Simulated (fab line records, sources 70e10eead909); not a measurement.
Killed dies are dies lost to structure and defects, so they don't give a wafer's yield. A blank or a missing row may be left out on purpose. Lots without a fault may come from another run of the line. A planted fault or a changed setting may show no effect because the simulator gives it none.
Chamber matching | flow nand_harc | NHARC_P_M0_STRIP_18 on rie_diel-08: 4 sister chambers
The step strips in N2/H2. 18 wafers are shown with their chamber, then 9 later ones without.

WAFERS WITH THEIR CHAMBER
wafer  | chamber | drypump_motor_current_A (A) | oes_product_au (a.u.) | rf_vpp_V (V)
L079.1 | 1       | 6.3                         | 0.994                 | 92.8
L079.4 | 3       | 6.2                         | 0.985                 | 91.4
L079.6 | 2       | 5.6                         | 1.011                 | 89.3
L080.2 | 1       | 6.3                         | 1.005                 | 92.4
L080.4 | 2       | 5.6                         | 1.001                 | 89.5
L080.5 | 1       | 6.3                         | 0.992                 | 90.6
L083.1 | 1       | 6.3                         | 0.991                 | 90.2
L083.2 | 0       | 5.7                         | 0.986                 | 90.5
L083.5 | 2       | 5.6                         | 1.010                 | 89.7
L088.1 | 2       | 5.6                         | 1.011                 | 90.0
L088.2 | 1       | 6.3                         | 0.994                 | 92.1
L088.4 | 1       | 6.3                         | 0.988                 | 91.4
L090.1 | 1       | 6.3                         | 0.986                 | 92.7
L090.4 | 0       | 5.7                         | 0.999                 | 90.2
L090.6 | 0       | 5.7                         | 0.986                 | 90.2
L089.2 | 1       | 6.2                         | 0.994                 | 91.4
L089.4 | 3       | 6.2                         | 0.986                 | 89.8
L089.5 | 3       | 6.2                         | 0.993                 | 90.5

SIGNATURES (means of the wafers above)
reading                 | chamber 0 | chamber 1 | chamber 2 | chamber 3 | scatter within a chamber
drypump_motor_current_A | 5.700     | 6.287     | 5.600     | 6.200     | 0.025
oes_product_au          | 0.99033   | 0.99300   | 1.00825   | 0.98800   | 0.00565
rf_vpp_V                | 90.300    | 91.700    | 89.625    | 90.567    | 0.761
Rule: a wafer's distance from a chamber is the root of the sum, over the readings, of the square of ((its reading less the chamber's mean) divided by the reading's scatter). The wafer belongs to the nearest chamber; if the next one is less than 2 further off, it can't be placed. The scatter: the root of (the sum of the squares of (reading less its chamber's mean) over the shown wafers, divided by (wafers less chambers)).

WAFERS WITHOUT THEIR CHAMBER
wafer  | drypump_motor_current_A (A) | oes_product_au (a.u.) | rf_vpp_V (V)
L091.1 | 6.2                         | 0.995                 | 92.5
L091.2 | 5.7                         | 0.996                 | 90.0
L091.3 | 6.3                         | 1.001                 | 91.7
L095.2 | 6.3                         | 1.000                 | 91.4
L095.5 | 5.7                         | 1.003                 | 91.9
L095.6 | 6.2                         | 0.991                 | 91.3
L097.1 | 6.3                         | 0.990                 | 91.5
L097.2 | 5.8                         | 1.006                 | 90.3
L097.5 | 5.6                         | 1.006                 | 90.4

WHICH CHAMBER EACH WENT THROUGH
wafer  | from the rows above     | in truth
L091.1 | can't be placed: 3 or 1 | 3
L091.2 | 0                       | 0
L091.3 | 1                       | 1
L095.2 | 1                       | 1
L095.5 | 0                       | 0
L095.6 | 3                       | 3
L097.1 | 1                       | 1
L097.2 | 0                       | 0
L097.5 | 2                       | 2
Placed correctly: 8 of 9. Can't be placed from these rows: 1 (the true chamber is among the candidates in 1). Placed wrongly: 0.
